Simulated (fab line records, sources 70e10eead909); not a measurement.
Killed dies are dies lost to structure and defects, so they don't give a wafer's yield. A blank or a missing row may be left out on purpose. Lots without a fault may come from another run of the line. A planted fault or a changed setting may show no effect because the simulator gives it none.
A struck lot beside a sound one | flow nand_harc | 15 steps out of a route of 1159
Sound: wafers L583.1, L583.4, L583.6. Struck: wafers L590.2, L590.4. (L590.3 of the same lot was not struck and is left out.) The cause comes at the end.
At each step with rows: each side's tool, then ch and its chambers, then its first start. Under that, the readings that differ: sound wafers | struck wafers | difference of the means | sigmas: that difference in standard deviations of wafers without a fault.
alike: readings whose means differ by less than 2 such deviations, and words and numbers that are the same on both sides. not compared: withheld readings, readings that some wafer has no value for, bounds like >300 that may hide the same value, and numbers for which the record gives no deviation and whose values overlap.
The two part at a step that has a row with sigmas, a row that says differs or no value, or rows on one side only. Numbers that don't overlap but have no deviation are shown without sigmas and don't part them. A reading that every wafer of one side lacks parts them only if that side has two wafers or more.

first, 4 steps without rows for these wafers: NHARC_A_M1_EBR_05; NHARC_A_M1_EXPOSE_06 (exposes mask A M1, target cd 120 nm); NHARC_A_M1_PEB_07 (peb time 65 s); NHARC_A_M1_DEVELOP_08 (develop time 35 s).
NHARC_A_M1_CD_MEAS_09: target cd 120 nm.
  sound on cd_sem-01 ch 0, day 18 18:02; struck on cd_sem-03 ch 0, day 20 03:35
  alike: cd_nm
NHARC_A_M1_OVL_MEAS_10: pitch 240 nm.
  sound on overlay-02, day 18 18:07; struck on overlay-01, day 20 03:41
  alike: overlay_x_nm, overlay_y_nm
NHARC_A_M1_INSPECT_11:
  sound on defect_inspect-01, day 18 18:10; struck on defect_inspect-02, day 20 03:43
  alike: raw_defect_count
NHARC_A_M1_DESCUM_14: chemistry O2, time 3 s.
  sound on rie_diel-03 ch 0,1,3, day 18 18:14; struck on rie_diel-03 ch 0, day 20 03:47
  alike: drypump_motor_current_A, o2_flow_sccm, oes_product_au, rf_vpp_V, showerhead_plenum_p_Torr, throttle_valve_pct
  not compared: rf_hours_counter_h
NHARC_A_M1_ETCH_35: etches the open film in N2/H2, target depth 40 nm, overetch 12 nm, time 43.94 s.
  sound on rie_diel-03 ch 1,2,3, day 18 18:19; struck on rie_diel-03 ch 1,3, day 20 03:53
  alike: bias_w, drypump_motor_current_A, oes_product_au, rf_vpp_V, run_length_s, showerhead_plenum_p_Torr, throttle_valve_pct
  not compared: rf_hours_counter_h
NHARC_A_M1_ETCH_15: etches the open film in C4F8/Ar, target depth 182.5 nm, time 91.2 s.
  sound on rie_diel-03 ch 0,2; struck on rie_diel-03 ch 0,3
  alike: bias_w, oes_product_au, rf_vpp_V, run_length_s
  not compared: rf_hours_counter_h
NHARC_A_M1_CD_MEAS_16:
  sound on cd_sem-03, day 18 18:32; struck on cd_sem-01, day 20 04:08
  alike: cd_nm
NHARC_A_M1_STRIP_18: strips in N2/H2.
  sound on rie_diel-05 ch 1,2, day 18 18:37; struck on rie_diel-05 ch 1,2, day 20 04:12
  reading      | sound          | struck    | difference | sigmas
  rf_vpp_V (V) | 93.9 90.9 90.5 | 89.6 89.9 | -2.0       | -2
  alike: drypump_motor_current_A, oes_product_au, showerhead_plenum_p_Torr, throttle_valve_pct
  not compared: rf_hours_counter_h
NHARC_A_M1_ETCH_28: etches the open film in CF4/N2, target depth 30 nm, time 72.99 s.
  sound on rie_diel-05 ch 1,3, day 18 18:51; struck on rie_diel-05 ch 1,3, day 20 04:29
  reading          | sound              | struck    | difference                    | sigmas
  bias_w (W)       | 99.72 100.31 99.57 | - -       | no value on the struck wafers |
  run_length_s (s) | 95.0 94.5 94.8     | 75.8 75.9 | -18.9                         | -47
  alike: drypump_motor_current_A, oes_product_au, rf_vpp_V, showerhead_plenum_p_Torr, throttle_valve_pct
  not compared: rf_hours_counter_h
then, 2 steps without rows for these wafers: NHARC_A_M1_STRIP_19 (strips in post etch residue remover, time 600 s); NHARC_END_SORT_01.

WHERE THEY PART
First at NHARC_A_M1_STRIP_18; last, within this record, at NHARC_A_M1_ETCH_28.

WHY: what the simulator had put in
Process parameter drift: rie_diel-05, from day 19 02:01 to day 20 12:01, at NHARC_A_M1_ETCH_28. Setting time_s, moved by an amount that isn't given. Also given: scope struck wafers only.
